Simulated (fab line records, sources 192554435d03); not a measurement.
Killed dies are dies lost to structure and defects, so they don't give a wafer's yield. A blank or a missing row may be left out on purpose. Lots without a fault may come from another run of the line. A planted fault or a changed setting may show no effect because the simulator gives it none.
Which tool did it? | flow n5_finfet | 21 lots, 63 wafers sampled, at 5 steps of a route of 1938

WHAT THE GAUGES READ, wafer by wafer
N5_BEOL_M2_RS_MEAS_58: measures by four-point-probe.
lot  | measured     | on            | M2_RS (ohm/sq)
L075 | day 6 19:38  | film_metro-02 | 0.69 0.70 0.70
L074 | day 6 22:38  | film_metro-02 | 0.72 0.65 0.67
L076 | day 7 07:34  | film_metro-01 | 0.65 0.68 0.69
L078 | day 8 05:16  | film_metro-02 | 0.65 0.65 0.67
L079 | day 8 13:19  | film_metro-02 | 0.65 0.65 0.65
L080 | day 8 16:44  | film_metro-02 | 0.66 0.66 0.68
L082 | day 8 19:42  | film_metro-01 | 0.76 0.67 0.69
L081 | day 8 22:11  | film_metro-01 | 0.66 0.69 0.76
L083 | day 9 00:59  | film_metro-02 | 0.65 0.78 0.66
L084 | day 9 02:10  | film_metro-02 | 0.66 0.68 0.64
L085 | day 9 18:37  | film_metro-01 | 0.63 0.64 0.65
L087 | day 10 00:37 | film_metro-01 | 0.73 0.65 0.62
L088 | day 10 07:07 | film_metro-01 | 0.66 0.62 0.69
L089 | day 11 00:16 | film_metro-02 | 0.75 0.70 0.76
L090 | day 10 21:33 | film_metro-01 | 0.63 0.63 0.63
L091 | day 11 05:05 | film_metro-02 | 0.67 0.68 0.72
L092 | day 11 23:14 | film_metro-01 | 0.66 0.65 0.64
L093 | day 11 23:43 | film_metro-01 | 0.67 0.65 0.68
L095 | day 12 04:23 | film_metro-01 | 0.70 0.69 0.66
L096 | day 12 08:05 | film_metro-01 | 0.62 0.61 0.63
L097 | day 12 10:28 | film_metro-01 | 0.70 0.66 0.68

WHICH TOOL RAN EACH LOT (tool, then ch and the chambers of the sampled wafers, then the start)
lot  | N5_BEOL_M2_ETCHBACK_99             | N5_BEOL_M2_VIA_ETCH_34             | N5_BEOL_M2_SPUTTER_88        | N5_BEOL_M2_ANNEAL_51
L075 | rie_diel-05 ch 1,2, day 6 14:53    | rie_diel-05 ch 1,2, day 6 15:02    | pvd_sputter-01, day 6 17:26  | rtp_anneal-02 ch 0, day 6 18:43
L074 | rie_diel-04 ch 0,2, day 6 18:05    | rie_diel-04 ch 0,2, day 6 18:13    | pvd_sputter-03, day 6 20:37  | rtp_anneal-02 ch 0, day 6 21:47
L076 | rie_diel-04 ch 0,1,2, day 7 01:52  | rie_diel-04 ch 0,1,2, day 7 02:00  | pvd_sputter-02, day 7 05:38  | rtp_anneal-02 ch 0, day 7 06:43
L078 | rie_diel-03 ch 0,3, day 8 00:26    | rie_diel-03 ch 0,3, day 8 00:35    | pvd_sputter-03, day 8 02:53  | rtp_anneal-01 ch 0, day 8 04:23
L079 | rie_diel-03 ch 0,2,3, day 8 09:05  | rie_diel-03 ch 0,2,3, day 8 09:14  | pvd_sputter-03, day 8 11:23  | rtp_anneal-02 ch 0, day 8 12:30
L080 | rie_diel-04 ch 1,3, day 8 12:20    | rie_diel-04 ch 1,3, day 8 12:28    | pvd_sputter-02, day 8 14:48  | rtp_anneal-01 ch 0, day 8 15:55
L082 | rie_diel-05 ch 2,3, day 8 15:22    | rie_diel-05 ch 2,3, day 8 15:31    | pvd_sputter-01, day 8 17:46  | rtp_anneal-01 ch 0, day 8 18:50
L081 | rie_diel-05 ch 0,2,3, day 8 16:08  | rie_diel-05 ch 0,2,3, day 8 16:17  | pvd_sputter-02, day 8 20:16  | rtp_anneal-01 ch 0, day 8 21:20
L083 | rie_diel-05 ch 0,1,3, day 8 20:31  | rie_diel-05 ch 0,1,3, day 8 20:39  | pvd_sputter-02, day 8 23:04  | rtp_anneal-01 ch 0, day 9 00:13
L084 | rie_diel-04 ch 0,1,3, day 8 21:38  | rie_diel-04 ch 0,1,3, day 8 21:47  | pvd_sputter-03, day 9 00:14  | rtp_anneal-01 ch 0, day 9 01:19
L085 | rie_diel-05 ch 0,3, day 9 14:19    | rie_diel-05 ch 0,3, day 9 14:28    | pvd_sputter-03, day 9 16:40  | rtp_anneal-02 ch 0, day 9 17:45
L087 | rie_diel-05 ch 0,2,3, day 9 19:55  | rie_diel-05 ch 0,2,3, day 9 20:04  | pvd_sputter-01, day 9 22:37  | rtp_anneal-02 ch 0, day 9 23:41
L088 | rie_diel-05 ch 0,1,3, day 9 23:47  | rie_diel-05 ch 0,1,3, day 9 23:56  | pvd_sputter-01, day 10 05:11 | rtp_anneal-01 ch 0, day 10 06:16
L089 | rie_diel-05 ch 0,2,3, day 10 15:36 | rie_diel-05 ch 0,2,3, day 10 15:44 | pvd_sputter-01, day 10 22:20 | rtp_anneal-02 ch 0, day 10 23:25
L090 | rie_diel-04 ch 0,2, day 10 17:10   | rie_diel-04 ch 0,2, day 10 17:18   | pvd_sputter-02, day 10 19:34 | rtp_anneal-01 ch 0, day 10 20:38
L091 | rie_diel-05 ch 0,1,3, day 11 00:56 | rie_diel-05 ch 0,1,3, day 11 01:05 | pvd_sputter-01, day 11 03:10 | rtp_anneal-01 ch 0, day 11 04:22
L092 | rie_diel-04 ch 0,2, day 11 18:57   | rie_diel-04 ch 0,2, day 11 19:06   | pvd_sputter-02, day 11 21:19 | rtp_anneal-02 ch 0, day 11 22:23
L093 | rie_diel-05 ch 2,3, day 11 19:13   | rie_diel-05 ch 1,3, day 11 19:22   | pvd_sputter-01, day 11 21:41 | rtp_anneal-01 ch 0, day 11 22:46
L095 | rie_diel-03 ch 0,2,3, day 11 22:42 | rie_diel-03 ch 0,2,3, day 11 22:50 | pvd_sputter-01, day 12 02:19 | rtp_anneal-01 ch 0, day 12 03:23
L096 | rie_diel-03 ch 0,2, day 12 03:24   | rie_diel-03 ch 0,2, day 12 03:32   | pvd_sputter-01, day 12 06:05 | rtp_anneal-01 ch 0, day 12 07:14
L097 | rie_diel-05 ch 0,3, day 12 06:17   | rie_diel-05 ch 0,3, day 12 06:25   | pvd_sputter-01, day 12 08:21 | rtp_anneal-01 ch 0, day 12 09:37
- N5_BEOL_M2_ETCHBACK_99: etches SiO2 in CHF3, target depth 5 nm, time 10.4 s.
- N5_BEOL_M2_VIA_ETCH_34: etches the open film in C4F6/O2, target depth 69.4 nm, time 65.9 s.
- N5_BEOL_M2_SPUTTER_88: material Cu, target thk 4.5 nm, time 8.29 s.
- N5_BEOL_M2_ANNEAL_51: time 90 s.

WHAT THE TOOLS THEMSELVES READ (means of the sampled wafers that have a number; where no wafer has one, the mark that the record gives instead)
N5_BEOL_M2_ETCHBACK_99.
lot  | tool        | bias_w (W) | drypump_motor_current_A (A) | oes_ar_750_au (a.u.) | oes_product_au (a.u.) | rf_fwd_power_W (W) | rf_vpp_V (V) | showerhead_plenum_p_Torr (Torr) | throttle_valve_pct (%)
L075 | rie_diel-05 | 47.01      | 5.4                         | 0.86                 | 0.85                  | 213.0              | 238          | 2.10                            | 16.79
L074 | rie_diel-04 | 47.20      | 5.8                         | 0.88                 | 0.89                  | 212.6              | 243          | 2.10                            | 17.08
L076 | rie_diel-04 | 47.01      | 6.0                         | 0.85                 | 0.86                  | 212.5              | 243          | 2.15                            | 17.08
L078 | rie_diel-03 | 47.11      | 6.0                         | 0.82                 | 0.82                  | 211.1              | 236          | 2.12                            | 17.11
L079 | rie_diel-03 | 46.93      | 6.2                         | 0.80                 | 0.81                  | 212.5              | 238          | 2.11                            | 17.04
L080 | rie_diel-04 | 46.94      | 6.1                         | 0.76                 | 0.76                  | 213.2              | 241          | 2.24                            | 17.33
L082 | rie_diel-05 | 47.00      | 5.5                         | 0.75                 | 0.74                  | 212.9              | 246          | 2.16                            | 17.01
L081 | rie_diel-05 | 46.94      | 5.4                         | 0.79                 | 0.77                  | 212.1              | 245          | 2.16                            | 16.85
L083 | rie_diel-05 | 47.06      | 5.7                         | 0.82                 | 0.82                  | 212.5              | 244          | 2.17                            | 16.95
L084 | rie_diel-04 | 47.11      | 6.0                         | 0.83                 | 0.84                  | 212.5              | 243          | 2.20                            | 17.23
L085 | rie_diel-05 | 47.04      | 5.5                         | 0.76                 | 0.76                  | 213.0              | 249          | 2.20                            | 17.01
L087 | rie_diel-05 | 47.01      | 5.4                         | 0.78                 | 0.78                  | 212.7              | 245          | 2.16                            | 16.87
L088 | rie_diel-05 | 46.97      | 5.6                         | 0.81                 | 0.81                  | 211.9              | 243          | 2.17                            | 16.96
L089 | rie_diel-05 | 47.02      | 5.4                         | 0.78                 | 0.76                  | 212.1              | 244          | 2.15                            | 16.88
L090 | rie_diel-04 | 47.17      | 5.8                         | 0.92                 | 0.94                  | 212.1              | 245          | 2.18                            | 16.96
L091 | rie_diel-05 | 47.17      | 5.6                         | 0.80                 | 0.80                  | 212.0              | 243          | 2.16                            | 16.97
L092 | rie_diel-04 | 47.12      | 5.8                         | 0.92                 | 0.93                  | 212.9              | 244          | 2.23                            | 16.82
L093 | rie_diel-05 | 47.16      | 5.5                         | 0.72                 | 0.72                  | 211.7              | 246          | 2.15                            | 17.05
L095 | rie_diel-03 | 47.04      | 6.2                         | 0.77                 | 0.78                  | 211.9              | 238          | 2.11                            | 17.10
L096 | rie_diel-03 | 47.03      | 6.3                         | 0.80                 | 0.82                  | 212.5              | 245          | 2.10                            | 17.00
L097 | rie_diel-05 | 47.15      | 5.6                         | 0.74                 | 0.73                  | 212.4              | 249          | 2.19                            | 17.04

N5_BEOL_M2_VIA_ETCH_34.
lot  | tool        | bias_w (W) | drypump_motor_current_A (A) | oes_ar_750_au (a.u.) | oes_product_au (a.u.) | rf_fwd_power_W (W) | rf_vpp_V (V) | showerhead_plenum_p_Torr (Torr) | throttle_valve_pct (%)
L075 | rie_diel-05 | 170.3      | 5.4                         | 0.85                 | 0.85                  | 348.6              | 658          | 2.77                            | 30.43
L074 | rie_diel-04 | 170.0      | 5.8                         | 0.88                 | 0.90                  | 346.5              | 672          | 2.77                            | 30.89
L076 | rie_diel-04 | 169.5      | 6.0                         | 0.85                 | 0.86                  | 347.3              | 673          | 2.83                            | 30.83
L078 | rie_diel-03 | 170.3      | 6.0                         | 0.81                 | 0.83                  | 346.1              | 655          | 2.80                            | 30.87
L079 | rie_diel-03 | 169.9      | 6.2                         | 0.80                 | 0.81                  | 347.8              | 659          | 2.79                            | 30.82
L080 | rie_diel-04 | 169.9      | 6.1                         | 0.76                 | 0.76                  | 346.9              | 666          | 2.95                            | 31.10
L082 | rie_diel-05 | 170.3      | 5.5                         | 0.74                 | 0.74                  | 346.8              | 679          | 2.86                            | 30.47
L081 | rie_diel-05 | 169.7      | 5.4                         | 0.79                 | 0.78                  | 347.3              | 677          | 2.85                            | 30.47
L083 | rie_diel-05 | 170.0      | 5.7                         | 0.83                 | 0.82                  | 347.2              | 674          | 2.87                            | 30.53
L084 | rie_diel-04 | 170.2      | 6.0                         | 0.83                 | 0.84                  | 348.5              | 672          | 2.90                            | 31.02
L085 | rie_diel-05 | 170.1      | 5.6                         | 0.77                 | 0.76                  | 346.1              | 686          | 2.90                            | 30.51
L087 | rie_diel-05 | 169.7      | 5.4                         | 0.78                 | 0.78                  | 347.5              | 677          | 2.85                            | 30.48
L088 | rie_diel-05 | 169.6      | 5.6                         | 0.82                 | 0.81                  | 346.7              | 675          | 2.86                            | 30.54
L089 | rie_diel-05 | 169.6      | 5.5                         | 0.77                 | 0.77                  | 347.9              | 676          | 2.85                            | 30.48
L090 | rie_diel-04 | 170.3      | 5.8                         | 0.92                 | 0.93                  | 348.2              | 676          | 2.87                            | 30.78
L091 | rie_diel-05 | 170.1      | 5.6                         | 0.80                 | 0.80                  | 346.7              | 674          | 2.86                            | 30.54
L092 | rie_diel-04 | 169.9      | 5.8                         | 0.91                 | 0.94                  | 347.4              | 674          | 2.95                            | 30.53
L093 | rie_diel-05 | 170.2      | 5.7                         | 0.75                 | 0.74                  | 346.3              | 676          | 2.85                            | 30.54
L095 | rie_diel-03 | 169.8      | 6.2                         | 0.77                 | 0.78                  | 346.4              | 659          | 2.78                            | 30.86
L096 | rie_diel-03 | 170.4      | 6.3                         | 0.79                 | 0.82                  | 347.9              | 676          | 2.77                            | 30.83
L097 | rie_diel-05 | 170.6      | 5.6                         | 0.74                 | 0.73                  | 346.0              | 686          | 2.89                            | 30.52

N5_BEOL_M2_SPUTTER_88.
lot  | tool           | chamber_pressure_pa (Pa) | substrate_temp_c (C) | susceptor_temp_C (C) | throttle_valve_pct (%)
L075 | pvd_sputter-01 | 0.07001                  | -19.95               | -20.00               | 28.5
L074 | pvd_sputter-03 | 0.06995                  | -20.08               | -19.96               | 30.6
L076 | pvd_sputter-02 | 0.06996                  | -20.01               | -20.00               | 29.5
L078 | pvd_sputter-03 | 0.07000                  | -20.02               | -20.02               | 30.4
L079 | pvd_sputter-03 | 0.07004                  | -20.09               | -20.03               | 30.3
L080 | pvd_sputter-02 | 0.06996                  | -19.97               | -20.01               | 29.4
L082 | pvd_sputter-01 | 0.06992                  | -20.01               | -20.02               | 30.0
L081 | pvd_sputter-02 | 0.07000                  | -19.96               | -19.98               | 28.7
L083 | pvd_sputter-02 | 0.07006                  | -20.06               | -19.96               | 29.4
L084 | pvd_sputter-03 | 0.06994                  | -19.95               | -19.98               | 30.4
L085 | pvd_sputter-03 | 0.07008                  | -20.06               | -20.00               | 30.4
L087 | pvd_sputter-01 | 0.06997                  | -20.02               | -20.08               | 29.5
L088 | pvd_sputter-01 | 0.07015                  | -20.03               | -20.00               | 30.0
L089 | pvd_sputter-01 | 0.06995                  | -20.08               | -19.95               | 29.4
L090 | pvd_sputter-02 | 0.06987                  | -19.97               | -19.94               | 28.5
L091 | pvd_sputter-01 | 0.07003                  | -19.92               | -19.99               | 30.9
L092 | pvd_sputter-02 | 0.06999                  | -19.97               | -20.04               | 29.5
L093 | pvd_sputter-01 | 0.06981                  | -19.95               | -20.03               | 31.1
L095 | pvd_sputter-01 | 0.07003                  | -19.96               | -20.02               | 30.1
L096 | pvd_sputter-01 | 0.06989                  | -20.05               | -20.12               | 29.9
L097 | pvd_sputter-01 | 0.06992                  | -19.96               | -19.99               | 30.5

N5_BEOL_M2_ANNEAL_51.
lot  | tool          | wafer_temp_C_max
L075 | rtp_anneal-02 | 225.79
L074 | rtp_anneal-02 | 225.85
L076 | rtp_anneal-02 | 225.79
L078 | rtp_anneal-01 | 225.53
L079 | rtp_anneal-02 | 225.60
L080 | rtp_anneal-01 | 225.61
L082 | rtp_anneal-01 | 225.46
L081 | rtp_anneal-01 | 225.59
L083 | rtp_anneal-01 | 225.45
L084 | rtp_anneal-01 | 225.59
L085 | rtp_anneal-02 | 225.79
L087 | rtp_anneal-02 | 225.58
L088 | rtp_anneal-01 | 225.40
L089 | rtp_anneal-02 | 225.71
L090 | rtp_anneal-01 | 225.76
L091 | rtp_anneal-01 | 225.65
L092 | rtp_anneal-02 | 225.94
L093 | rtp_anneal-01 | 225.64
L095 | rtp_anneal-01 | 225.52
L096 | rtp_anneal-01 | 225.37
L097 | rtp_anneal-01 | 225.53

THE ANSWER, worked out from the rows above alone
Rule: what is usual is taken from the lots themselves. Put in order of their means at a reading, lots are off if they are a third of the lots or fewer, leave a main group of 4 or more, and stand apart from it by a gap of 3 or more times the standard deviation of the main group's means; of several such gaps the widest counts. A main group whose means are all the same, to the digits that the tables above print for the reading, isn't used. A lot without any number at a reading at which 4 lots or more have one is off too. The other lots that the step has rows for count as sound. The gauges are gone through in route order, then the tools' own readings, and for those a lot's mean is taken as printed above. The first step at which some lot is off is used, and at that step the reading that is off furthest; a lot without a number counts as furthest.
No lot is off at any reading shown: from this, nothing can be told.

WHAT THE SIMULATOR HAD PUT IN
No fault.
